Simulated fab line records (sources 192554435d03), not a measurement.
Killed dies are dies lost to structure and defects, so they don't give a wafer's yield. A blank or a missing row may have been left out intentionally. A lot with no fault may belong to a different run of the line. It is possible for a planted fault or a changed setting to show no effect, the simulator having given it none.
What tool caused it? ; flow n5 finfet ; 18 wafers from 6 lots sampled at 2 of the route's 1938 steps

WHAT THE GAUGES READ, wafer by wafer
N5_SD_EPI_N_INSPECT_26: inspects for defects (darkfield).
lot;measured;on;raw defect count
L657;day 3 23:21;defect inspect-02;189 187 149
L659;day 4 13:14;defect inspect-02;212 198 200
L661;day 4 22:53;defect inspect-01;205 188 254
L665;day 6 08:28;defect inspect-01;159 146 121
L670;day 7 05:49;defect inspect-01;248 134 168
L672;day 7 17:49;defect inspect-01;148 173 156

TOOL THAT RAN EACH LOT (tool first, then ch and the chambers of the sampled wafers, then the start)
lot;N5_SD_EPI_N_VAPOR_ETCH_50
L657;epi rpcvd-03 ch 0, day 3 20:39
L659;epi rpcvd-03 ch 0, day 4 10:50
L661;epi rpcvd-04 ch 0, day 4 20:26
L665;epi rpcvd-03 ch 0, day 6 06:05
L670;epi rpcvd-02 ch 0, day 7 03:22
L672;epi rpcvd-02 ch 0, day 7 13:48
- N5_SD_EPI_N_VAPOR_ETCH_50: etches Si in HCl, time 54 s.

THE ANSWER, worked out from the rows above alone
Rule: the usual values come from the lots themselves. Put in order of their means at a reading, lots are off if they are a third of the lots or fewer, leave a main group of 4 or more, and stand apart from it by a gap of 3 or more times the standard deviation of the main group's means; of several such gaps the widest counts. A main group is skipped when, at the precision printed for the reading in the tables above, its means are all equal. A lot without any number at a reading at which 4 lots or more have one is off too. All remaining lots with rows at the step are treated as sound.
Across all readings shown, no lot is off: no conclusion can be drawn from this.

WHAT THE SIMULATOR HAD PUT IN
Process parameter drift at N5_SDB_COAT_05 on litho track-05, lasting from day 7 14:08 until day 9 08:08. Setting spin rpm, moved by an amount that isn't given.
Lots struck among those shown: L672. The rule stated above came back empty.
